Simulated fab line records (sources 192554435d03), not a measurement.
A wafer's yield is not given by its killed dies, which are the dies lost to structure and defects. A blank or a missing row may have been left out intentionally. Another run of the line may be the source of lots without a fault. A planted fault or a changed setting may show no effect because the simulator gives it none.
Which tool was responsible?	flow n5-finfet	Sampling: 13 lots, 39 wafers, 2 of 1938 route steps

## WHAT EACH GAUGE READ, for each wafer
N5_PMOS_HMC_CHANNEL_EPI_OVL_MEAS_10. Usual: PMOS_HMC_BLK_OVL gives -0.2 nm (standard deviation 0.72).
lot	measured	on	PMOS_HMC_BLK_OVL (nm)	flag
L394	day 1 17:22	overlay-02	0.5 0.2 0.1	
L396	day 2 05:23	overlay-02	-0.2 0.1 0.6	
L397	day 2 11:25	overlay-02	-1.3 -1.3 -0.7	
L398	day 2 17:15	overlay-01	0.7 0.0 0.2	
L400	day 3 05:08	overlay-01	0.4 0.1 1.5	
L403	day 4 00:41	overlay-02	-1.6 -0.3 0.6	
L404	day 4 05:41	overlay-02	-0.5 -1.3 -0.8	
L405	day 4 11:31	overlay-02	0.1 -0.8 0.1	
L406	day 4 17:28	overlay-01	0.1 0.1 0.0	
L407	day 5 01:39	overlay-02	-0.6 -1.0 0.0	
L408	day 5 06:07	overlay-01	-1.1 -1.9 -0.9	
L414	day 6 17:26	overlay-01	0.2 1.2 1.1	
L415	day 6 23:01	overlay-01	-0.7 0.2 -0.5	

N5_PMOS_HMC_CHANNEL_EPI_THK_MEAS_22. Usual: HMC_CMP_THK gives 54.1 nm (standard deviation 1.1).
lot	measured	on	HMC_CMP_THK (nm)	flag
L394	day 1 19:42	film-metro-02	53.0 54.0 53.6	
L396	day 2 08:08	film-metro-01	52.9 53.5 53.6	
L397	day 2 13:47	film-metro-02	54.4 53.3 54.5	
L398	day 2 19:58	film-metro-02	53.7 52.6 53.5	
L400	day 3 07:53	film-metro-01	55.7 52.6 55.0	
L403	day 4 03:28	film-metro-01	52.2 54.9 54.8	
L404	day 4 08:24	film-metro-02	53.1 54.4 53.7	
L405	day 4 13:56	film-metro-01	55.1 52.5 55.3	
L406	day 4 19:47	film-metro-01	55.4 54.8 55.0	
L407	day 5 04:01	film-metro-02	55.1 54.6 55.0	
L408	day 5 08:29	film-metro-01	55.9 52.8 56.5	
L414	day 6 19:46	film-metro-01	54.0 54.6 54.5	
L415	day 7 01:21	film-metro-01	54.1 53.4 53.4	

## EACH LOT AND THE TOOL THAT RAN IT (in order: tool; ch and the chambers of the sampled wafers; start)
There is no process step in the record ahead of these readings.

## AS READ BY THE TOOLS THEMSELVES (means over the sampled wafers that have a number; for cases with no such wafer, the mark the record gives instead)
The record holds no such reading with a usual standard deviation.

## THE ANSWER, worked out from the rows above alone
Rule: take the mean of a lot's wafers that have a number; if it is more than 3 standard deviations from the usual mean, the lot is off. A lot without any number at a reading at which 4 lots or more have one is off too. Where the step has rows for the other lots, those lots are counted as sound. After the gauges, taken in route order, come the tools' own readings; for these a lot's mean is taken, as printed above. The first step at which some lot is off is used, and at that step the reading that is off furthest; a lot without a number counts as furthest.
No lot is off on any of the readings shown, so nothing can be concluded from this.

## WHAT THE SIMULATOR HAD PUT IN
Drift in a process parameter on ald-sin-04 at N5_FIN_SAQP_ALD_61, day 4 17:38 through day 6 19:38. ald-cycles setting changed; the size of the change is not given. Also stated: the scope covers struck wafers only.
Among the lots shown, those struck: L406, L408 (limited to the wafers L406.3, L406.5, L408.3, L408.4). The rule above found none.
